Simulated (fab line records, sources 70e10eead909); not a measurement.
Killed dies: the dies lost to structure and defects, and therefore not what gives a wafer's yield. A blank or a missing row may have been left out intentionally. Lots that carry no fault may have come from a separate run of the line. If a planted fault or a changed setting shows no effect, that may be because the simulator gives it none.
What tool caused it? :: flow nandHarc :: 24 lots with 72 wafers sampled at 3 steps, on a route of 1159 steps

## WHAT EACH GAUGE READ, for each wafer
NHARC_P_GATE_CD_MEAS_59: the cd target is 720 nm.
lot: L074
measured: day 5 08:32
on: cdSem-02
cdNm (nm): 721.1 721.5 719.3

lot: L075
measured: day 5 17:49
on: cdSem-02
cdNm (nm): 718.5 720.4 719.4

lot: L077
measured: day 6 01:52
on: cdSem-02
cdNm (nm): 716.4 716.2 718.9

lot: L076
measured: day 6 02:10
on: cdSem-03
cdNm (nm): 715.6 717.9 717.3

lot: L079
measured: day 6 11:14
on: cdSem-01
cdNm (nm): 719.3 717.8 717.9

lot: L078
measured: day 6 10:31
on: cdSem-01
cdNm (nm): 717.3 718.2 718.9

lot: L080
measured: day 6 11:52
on: cdSem-03
cdNm (nm): 717.1 717.0 717.5

lot: L081
measured: day 7 01:06
on: cdSem-01
cdNm (nm): 718.7 721.3 719.7

lot: L082
measured: day 7 05:17
on: cdSem-03
cdNm (nm): 724.6 722.7 725.3

lot: L083
measured: day 7 05:31
on: cdSem-03
cdNm (nm): 719.4 719.1 717.9

lot: L085
measured: day 7 19:43
on: cdSem-02
cdNm (nm): 718.9 724.6 719.2

lot: L084
measured: day 7 20:02
on: cdSem-01
cdNm (nm): 714.7 717.4 716.9

lot: L086
measured: day 8 17:49
on: cdSem-02
cdNm (nm): 720.9 718.9 720.2

lot: L087
measured: day 8 17:27
on: cdSem-01
cdNm (nm): 722.3 720.6 720.7

lot: L088
measured: day 8 23:45
on: cdSem-03
cdNm (nm): 718.2 718.9 720.7

lot: L090
measured: day 9 07:44
on: cdSem-01
cdNm (nm): 723.5 721.3 721.4

lot: L089
measured: day 9 04:10
on: cdSem-03
cdNm (nm): 719.8 718.6 719.0

lot: L092
measured: day 9 19:11
on: cdSem-03
cdNm (nm): 720.3 717.9 719.0

lot: L091
measured: day 9 19:14
on: cdSem-01
cdNm (nm): 713.8 714.3 717.0

lot: L093
measured: day 10 00:13
on: cdSem-03
cdNm (nm): 718.8 717.1 717.4

lot: L094
measured: day 10 08:19
on: cdSem-03
cdNm (nm): 718.2 717.8 716.3

lot: L095
measured: day 10 15:01
on: cdSem-02
cdNm (nm): 723.6 721.6 724.1

lot: L097
measured: day 10 15:54
on: cdSem-02
cdNm (nm): 717.2 720.4 720.1

lot: L096
measured: day 10 15:40
on: cdSem-01
cdNm (nm): 719.8 718.8 719.2

## EACH LOT AND THE TOOL THAT RAN IT (in order: tool; ch and the chambers of the sampled wafers; start)
lot: L074
NHARC_P_GATE_ALD_36: aldSin-04 ch 0,1,3, day 4 20:05
NHARC_P_GATE_ETCHBACK_37: rieDiel-07 ch 0,1,2, day 5 08:32 or earlier

lot: L075
NHARC_P_GATE_ALD_36: aldSin-01 ch 1,3, day 5 03:11
NHARC_P_GATE_ETCHBACK_37: rieDiel-11 ch 0,1,2, day 5 17:49 or earlier

lot: L077
NHARC_P_GATE_ALD_36: aldSin-04 ch 2,3, day 5 14:36
NHARC_P_GATE_ETCHBACK_37: rieDiel-07 ch 1,3, day 6 01:52 or earlier

lot: L076
NHARC_P_GATE_ALD_36: aldSin-01 ch 0,2,3, day 5 14:47
NHARC_P_GATE_ETCHBACK_37: rieDiel-07 ch 0,1, day 6 02:10 or earlier

lot: L079
NHARC_P_GATE_ALD_36: aldSin-04 ch 1,2,3, day 5 22:55
NHARC_P_GATE_ETCHBACK_37: rieDiel-05 ch 1,2, day 6 11:14 or earlier

lot: L078
NHARC_P_GATE_ALD_36: aldSin-03 ch 0,2,3, day 6 00:22
NHARC_P_GATE_ETCHBACK_37: rieDiel-11 ch 0,1,3, day 6 10:31 or earlier

lot: L080
NHARC_P_GATE_ALD_36: aldSin-01 ch 0,2,3, day 6 01:22
NHARC_P_GATE_ETCHBACK_37: rieDiel-07 ch 0,3, day 6 11:52 or earlier

lot: L081
NHARC_P_GATE_ALD_36: aldSin-03 ch 0,3, day 6 12:47
NHARC_P_GATE_ETCHBACK_37: rieDiel-05 ch 1,2, day 7 01:06 or earlier

lot: L082
NHARC_P_GATE_ALD_36: aldSin-04 ch 0,1, day 6 17:00
NHARC_P_GATE_ETCHBACK_37: rieDiel-05 ch 0,2, day 7 05:17 or earlier

lot: L083
NHARC_P_GATE_ALD_36: aldSin-01 ch 0,2, day 6 18:11
NHARC_P_GATE_ETCHBACK_37: rieDiel-05 ch 0,1,3, day 7 05:31 or earlier

lot: L085
NHARC_P_GATE_ALD_36: aldSin-03 ch 0,2,3, day 7 07:24
NHARC_P_GATE_ETCHBACK_37: rieDiel-05 ch 1,2,3, day 7 19:43 or earlier

lot: L084
NHARC_P_GATE_ALD_36: aldSin-04 ch 1,2,3, day 7 10:55
NHARC_P_GATE_ETCHBACK_37: rieDiel-05 ch 1,2, day 7 20:02 or earlier

lot: L086
NHARC_P_GATE_ALD_36: aldSin-03 ch 0,3, day 8 04:55
NHARC_P_GATE_ETCHBACK_37: rieDiel-11 ch 2,3, day 8 17:49 or earlier

lot: L087
NHARC_P_GATE_ALD_36: aldSin-01 ch 0,1,2, day 8 05:47
NHARC_P_GATE_ETCHBACK_37: rieDiel-05 ch 0,1,2, day 8 17:27 or earlier

lot: L088
NHARC_P_GATE_ALD_36: aldSin-04 ch 1,2, day 8 12:22
NHARC_P_GATE_ETCHBACK_37: rieDiel-05 ch 0,1, day 8 23:45 or earlier

lot: L090
NHARC_P_GATE_ALD_36: aldSin-01 ch 0,1,2, day 8 15:12
NHARC_P_GATE_ETCHBACK_37: rieDiel-07 ch 1,2, day 9 07:44 or earlier

lot: L089
NHARC_P_GATE_ALD_36: aldSin-03 ch 0,2, day 8 16:41
NHARC_P_GATE_ETCHBACK_37: rieDiel-05 ch 0,1, day 9 04:10 or earlier

lot: L092
NHARC_P_GATE_ALD_36: aldSin-04 ch 0,1, day 9 06:43
NHARC_P_GATE_ETCHBACK_37: rieDiel-05 ch 0,2,3, day 9 19:11 or earlier

lot: L091
NHARC_P_GATE_ALD_36: aldSin-01 ch 1,2,3, day 9 06:53
NHARC_P_GATE_ETCHBACK_37: rieDiel-11 ch 0,1,2, day 9 19:14 or earlier

lot: L093
NHARC_P_GATE_ALD_36: aldSin-03 ch 1,3, day 9 13:04
NHARC_P_GATE_ETCHBACK_37: rieDiel-05 ch 0,2,3, day 10 00:13 or earlier

lot: L094
NHARC_P_GATE_ALD_36: aldSin-04 ch 1,3, day 9 21:05
NHARC_P_GATE_ETCHBACK_37: rieDiel-11 ch 1,2,3, day 10 08:19 or earlier

lot: L095
NHARC_P_GATE_ALD_36: aldSin-01 ch 0,3, day 10 02:34
NHARC_P_GATE_ETCHBACK_37: rieDiel-05 ch 0,1,2, day 10 15:01 or earlier

lot: L097
NHARC_P_GATE_ALD_36: aldSin-03 ch 0,1,2, day 10 03:11
NHARC_P_GATE_ETCHBACK_37: rieDiel-05 ch 0,1,3, day 10 15:54 or earlier

lot: L096
NHARC_P_GATE_ALD_36: aldSin-04 ch 0,1, day 10 04:30
NHARC_P_GATE_ETCHBACK_37: rieDiel-05 ch 0,2, day 10 15:40 or earlier
- NHARC_P_GATE_ALD_36: deposits SiNx, target thk 20 nm, pulse time 60 s, ald cycles 223.
- NHARC_P_GATE_ETCHBACK_37: etches the open film in CHF3/O2, target depth 34.5 nm, time 17.2 s.

## AS READ BY THE TOOLS THEMSELVES (means over the sampled wafers that have a number; for cases with no such wafer, the mark the record gives instead)
NHARC_P_GATE_ALD_36.
lot: L074
tool: aldSin-04
heaterPowerW (W): 888
precursorPulseHeightRel: 0.994

lot: L075
tool: aldSin-01
heaterPowerW (W): 849
precursorPulseHeightRel: 0.979

lot: L077
tool: aldSin-04
heaterPowerW (W): 961
precursorPulseHeightRel: 1.001

lot: L076
tool: aldSin-01
heaterPowerW (W): 798
precursorPulseHeightRel: 0.989

lot: L079
tool: aldSin-04
heaterPowerW (W): 912
precursorPulseHeightRel: 1.001

lot: L078
tool: aldSin-03
heaterPowerW (W): 783
precursorPulseHeightRel: 0.993

lot: L080
tool: aldSin-01
heaterPowerW (W): 815
precursorPulseHeightRel: 0.994

lot: L081
tool: aldSin-03
heaterPowerW (W): 743
precursorPulseHeightRel: 0.976

lot: L082
tool: aldSin-04
heaterPowerW (W): 866
precursorPulseHeightRel: 0.990

lot: L083
tool: aldSin-01
heaterPowerW (W): 781
precursorPulseHeightRel: 0.993

lot: L085
tool: aldSin-03
heaterPowerW (W): 793
precursorPulseHeightRel: 1.000

lot: L084
tool: aldSin-04
heaterPowerW (W): 939
precursorPulseHeightRel: 0.985

lot: L086
tool: aldSin-03
heaterPowerW (W): 734
precursorPulseHeightRel: 0.999

lot: L087
tool: aldSin-01
heaterPowerW (W): 793
precursorPulseHeightRel: 1.004

lot: L088
tool: aldSin-04
heaterPowerW (W): 925
precursorPulseHeightRel: 0.990

lot: L090
tool: aldSin-01
heaterPowerW (W): 795
precursorPulseHeightRel: 0.996

lot: L089
tool: aldSin-03
heaterPowerW (W): 840
precursorPulseHeightRel: 1.003

lot: L092
tool: aldSin-04
heaterPowerW (W): 845
precursorPulseHeightRel: 1.002

lot: L091
tool: aldSin-01
heaterPowerW (W): 801
precursorPulseHeightRel: 1.023

lot: L093
tool: aldSin-03
heaterPowerW (W): 730
precursorPulseHeightRel: 0.993

lot: L094
tool: aldSin-04
heaterPowerW (W): 859
precursorPulseHeightRel: 0.982

lot: L095
tool: aldSin-01
heaterPowerW (W): 869
precursorPulseHeightRel: 0.991

lot: L097
tool: aldSin-03
heaterPowerW (W): 779
precursorPulseHeightRel: 1.002

lot: L096
tool: aldSin-04
heaterPowerW (W): 830
precursorPulseHeightRel: 1.020

NHARC_P_GATE_ETCHBACK_37.
lot: L074
tool: rieDiel-07
biasW (W): 199.8
drypumpMotorCurrentA (A): 6.1
oesProductAu (a.u.): 0.93
rfVppV (V): 370.1
showerheadPlenumPTorr (Torr): 2.39
throttleValvePct (%): 20.571

lot: L075
tool: rieDiel-11
biasW (W): 199.4
drypumpMotorCurrentA (A): 5.4
oesProductAu (a.u.): 0.91
rfVppV (V): 368.8
showerheadPlenumPTorr (Torr): 2.37
throttleValvePct (%): 20.570

lot: L077
tool: rieDiel-07
biasW (W): 199.9
drypumpMotorCurrentA (A): 5.7
oesProductAu (a.u.): 0.94
rfVppV (V): 373.9
showerheadPlenumPTorr (Torr): 2.56
throttleValvePct (%): 20.573

lot: L076
tool: rieDiel-07
biasW (W): 200.3
drypumpMotorCurrentA (A): 6.0
oesProductAu (a.u.): 0.94
rfVppV (V): 371.2
showerheadPlenumPTorr (Torr): 2.42
throttleValvePct (%): 20.581

lot: L079
tool: rieDiel-05
biasW (W): 199.7
drypumpMotorCurrentA (A): 5.5
oesProductAu (a.u.): 0.92
rfVppV (V): 368.4
showerheadPlenumPTorr (Torr): 2.33
throttleValvePct (%): 20.583

lot: L078
tool: rieDiel-11
biasW (W): 200.7
drypumpMotorCurrentA (A): 5.5
oesProductAu (a.u.): 0.92
rfVppV (V): 369.5
showerheadPlenumPTorr (Torr): 2.36
throttleValvePct (%): 20.568

lot: L080
tool: rieDiel-07
biasW (W): 199.3
drypumpMotorCurrentA (A): 5.4
oesProductAu (a.u.): 0.94
rfVppV (V): 372.7
showerheadPlenumPTorr (Torr): 2.48
throttleValvePct (%): 20.574

lot: L081
tool: rieDiel-05
biasW (W): 200.2
drypumpMotorCurrentA (A): 5.5
oesProductAu (a.u.): 0.92
rfVppV (V): 369.0
showerheadPlenumPTorr (Torr): 2.33
throttleValvePct (%): 20.564

lot: L082
tool: rieDiel-05
biasW (W): 199.6
drypumpMotorCurrentA (A): 5.6
oesProductAu (a.u.): 0.99
rfVppV (V): 368.1
showerheadPlenumPTorr (Torr): 2.29
throttleValvePct (%): 20.568

lot: L083
tool: rieDiel-05
biasW (W): 200.3
drypumpMotorCurrentA (A): 5.5
oesProductAu (a.u.): 0.95
rfVppV (V): 367.6
showerheadPlenumPTorr (Torr): 2.31
throttleValvePct (%): 20.570

lot: L085
tool: rieDiel-05
biasW (W): 200.2
drypumpMotorCurrentA (A): 5.5
oesProductAu (a.u.): 0.93
rfVppV (V): 368.3
showerheadPlenumPTorr (Torr): 2.33
throttleValvePct (%): 20.573

lot: L084
tool: rieDiel-05
biasW (W): 198.9
drypumpMotorCurrentA (A): 5.5
oesProductAu (a.u.): 0.92
rfVppV (V): 369.1
showerheadPlenumPTorr (Torr): 2.33
throttleValvePct (%): 20.573

lot: L086
tool: rieDiel-11
biasW (W): 200.2
drypumpMotorCurrentA (A): 5.2
oesProductAu (a.u.): 0.98
rfVppV (V): 369.5
showerheadPlenumPTorr (Torr): 2.31
throttleValvePct (%): 20.565

lot: L087
tool: rieDiel-05
biasW (W): 199.9
drypumpMotorCurrentA (A): 5.5
oesProductAu (a.u.): 0.99
rfVppV (V): 368.7
showerheadPlenumPTorr (Torr): 2.31
throttleValvePct (%): 20.574

lot: L088
tool: rieDiel-05
biasW (W): 200.1
drypumpMotorCurrentA (A): 5.5
oesProductAu (a.u.): 0.92
rfVppV (V): 368.9
showerheadPlenumPTorr (Torr): 2.32
throttleValvePct (%): 20.572

lot: L090
tool: rieDiel-07
biasW (W): 199.9
drypumpMotorCurrentA (A): 6.5
oesProductAu (a.u.): 0.93
rfVppV (V): 371.3
showerheadPlenumPTorr (Torr): 2.45
throttleValvePct (%): 20.568

lot: L089
tool: rieDiel-05
biasW (W): 200.5
drypumpMotorCurrentA (A): 5.5
oesProductAu (a.u.): 1.00
rfVppV (V): 368.2
showerheadPlenumPTorr (Torr): 2.29
throttleValvePct (%): 20.574

lot: L092
tool: rieDiel-05
biasW (W): 200.6
drypumpMotorCurrentA (A): 5.6
oesProductAu (a.u.): 0.94
rfVppV (V): 369.3
showerheadPlenumPTorr (Torr): 2.30
throttleValvePct (%): 20.572

lot: L091
tool: rieDiel-11
biasW (W): 199.8
drypumpMotorCurrentA (A): 5.4
oesProductAu (a.u.): 0.99
rfVppV (V): 369.7
showerheadPlenumPTorr (Torr): 2.35
throttleValvePct (%): 20.575

lot: L093
tool: rieDiel-05
biasW (W): 199.9
drypumpMotorCurrentA (A): 5.6
oesProductAu (a.u.): 0.92
rfVppV (V): 368.2
showerheadPlenumPTorr (Torr): 2.30
throttleValvePct (%): 20.564

lot: L094
tool: rieDiel-11
biasW (W): 200.2
drypumpMotorCurrentA (A): 5.2
oesProductAu (a.u.): 1.01
rfVppV (V): 368.0
showerheadPlenumPTorr (Torr): 2.30
throttleValvePct (%): 20.571

lot: L095
tool: rieDiel-05
biasW (W): 199.9
drypumpMotorCurrentA (A): 5.5
oesProductAu (a.u.): 0.92
rfVppV (V): 368.0
showerheadPlenumPTorr (Torr): 2.30
throttleValvePct (%): 20.564

lot: L097
tool: rieDiel-05
biasW (W): 200.2
drypumpMotorCurrentA (A): 5.5
oesProductAu (a.u.): 1.00
rfVppV (V): 368.5
showerheadPlenumPTorr (Torr): 2.30
throttleValvePct (%): 20.567

lot: L096
tool: rieDiel-05
biasW (W): 200.7
drypumpMotorCurrentA (A): 5.6
oesProductAu (a.u.): 0.92
rfVppV (V): 367.7
showerheadPlenumPTorr (Torr): 2.30
throttleValvePct (%): 20.573

## THE ANSWER, worked out from the rows above alone
Rule: what is usual is taken from the lots themselves. Put in order of their means at a reading, lots are off if they are a third of the lots or fewer, leave a main group of 4 or more, and stand apart from it by a gap of 3 or more times the standard deviation of the main group's means; of several such gaps the widest counts. A main group whose means are all the same, to the digits that the tables above print for the reading, isn't used. Also off: a lot with no number at a reading for which 4 or more lots have one. The other lots that the step has rows for count as sound. After the gauges, taken in route order, come the tools' own readings; for these a lot's mean is taken, as printed above. At the first step where some lot is off, the reading lying furthest off is the one used; lots without a number count as furthest.
None of the lots is off at any reading shown; this tells nothing.

## WHAT THE SIMULATOR PUT IN
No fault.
